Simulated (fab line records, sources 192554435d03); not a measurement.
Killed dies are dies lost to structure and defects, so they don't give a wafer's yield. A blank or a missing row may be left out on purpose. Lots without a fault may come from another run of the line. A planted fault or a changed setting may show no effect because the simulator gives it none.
Split-lot experiment | flow n5_finfet | 7 lots, 21 wafers read, on a route of 1938 steps

THE SPLIT
At N5_BEOL_M6_COAT_22 (resist thk 30 nm), the setting spin_rpm was moved away from the recipe's 1500 rpm on 5 of the 21 wafers read, by -8.8% to -6.9%. The other wafers ran this setting at the recipe's value.

FROM THE SPLIT TO THE READING: what the file shows between them, 4 steps
- N5_BEOL_M6_EBR_24
- N5_BEOL_M6_SOFTBAKE_23: time 60 s
- N5_BEOL_M6_EXPOSE_25: exposes mask V5, target cd 40 nm
- N5_BEOL_M6_PEB_26: peb time 60 s

THE READING
CAR-EUV_of_BEOL_M6_COAT_22.thk_nm (the simulator's own value, which no gauge read), in nm, at N5_BEOL_M6_DEVELOP_27 (develop time 30 s). The file gives no usual value for it. The 16 wafers here that ran the recipe average 29.6 nm, standard deviation 0.086 nm.

wafer  | tool, chamber at the split | spin_rpm as run, rpm | against the recipe | CAR-EUV_of_BEOL_M6_COAT_22.thk_nm, nm | against lot-mates on the recipe
L078.2 | litho_track-03, 0          | 1500                 | recipe             | 29.6                                  | -
L078.3 | litho_track-03, 0          | 1500                 | recipe             | 29.6                                  | -
L078.5 | litho_track-03, 0          | 1500                 | recipe             | 29.6                                  | -
L080.4 | litho_track-05, 0          | 1500                 | recipe             | 29.6                                  | -
L080.5 | litho_track-05, 0          | 1500                 | recipe             | 29.6                                  | -
L080.6 | litho_track-05, 0          | 1500                 | recipe             | 29.6                                  | -
L076.1 | litho_track-05, 0          | 1500                 | recipe             | 29.6                                  | -
L076.4 | litho_track-05, 0          | 1500                 | recipe             | 29.6                                  | -
L076.3 | litho_track-05, 0          | 1380                 | -8.0%              | 30.8                                  | +1.2
L091.1 | litho_track-04, 0          | 1500                 | recipe             | 29.8                                  | -
L091.4 | litho_track-04, 0          | 1500                 | recipe             | 29.8                                  | -
L091.3 | litho_track-04, 0          | 1500                 | recipe             | 29.6                                  | -
L090.3 | litho_track-04, 0          | 1500                 | recipe             | 29.6                                  | -
L090.4 | litho_track-04, 0          | 1500                 | recipe             | 29.6                                  | -
L090.5 | litho_track-04, 0          | 1500                 | recipe             | 29.6                                  | -
L093.4 | litho_track-03, 0          | 1500                 | recipe             | 29.6                                  | -
L093.5 | litho_track-03, 0          | 1397                 | -6.9%              | 30.6                                  | +1.0
L093.6 | litho_track-03, 0          | 1397                 | -6.9%              | 30.6                                  | +1.0
L095.1 | litho_track-03, 0          | 1368                 | -8.8%              | 30.8                                  | +1.4
L095.4 | litho_track-03, 0          | 1368                 | -8.8%              | 30.8                                  | +1.4
L095.5 | litho_track-03, 0          | 1500                 | recipe             | 29.4                                  | -

THE FIT
A straight line over all 21 wafers: CAR-EUV_of_BEOL_M6_COAT_22.thk_nm changes by -0.14 nm for each +1% of spin_rpm; r = -0.99; the points scatter about the line by 0.082 nm.
The same after taking each lot's own level away (the mean of its wafers on the recipe; 21 wafers): -0.153 nm for each +1%; r = -1.00; scatter 0.045 nm.
On that fit, the largest move of spin_rpm shifts the reading by 1.3 nm.
The lots' own levels span 29.40 to 29.73 nm, that is 3.9 times the standard deviation above.
So the lot-to-lot level changes the slope little: the two slopes agree.
Check: with one of the wafers moved furthest among these (-8.8%) left out of the fit, the line predicts +1.33 nm for it against its lot-mates. It came out at +1.4 nm against them.

OTHER SPLITS ON THESE WAFERS
These wafers also went through other splits before the reading. Each is held against what the fit with the lots' levels taken away leaves over:
other split on the same wafers   | wafers away from the commonest value | r with CAR-EUV_of_BEOL_M6_COAT_22.thk_nm (lot level and that fit taken away)
N5_BEOL_M5_TRENCH_ETCH_37 time_s | 3                                    | +0.14

THE WHOLE CHAIN: every reading that the file lists as answering this split, in the file's order
step                  | what it does      | reading                                                                            | change (the file's fit)               | r (the file's)
N5_BEOL_M6_COAT_22    | resist thk 30 nm  | CAR-EUV_of_BEOL_M6_COAT_22.thk_nm (the simulator's own value, which no gauge read) | -0.169 nm for each +1% of the setting | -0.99
N5_BEOL_M6_DEVELOP_27 | develop time 30 s | CAR-EUV_of_BEOL_M6_COAT_22.thk_nm (the simulator's own value, which no gauge read) | -0.153 nm for each +1% of the setting | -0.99

THE FILE'S OWN FIT
CAR-EUV_of_BEOL_M6_COAT_22.thk_nm changes by -0.153 nm for each +1% of spin_rpm, r = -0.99.
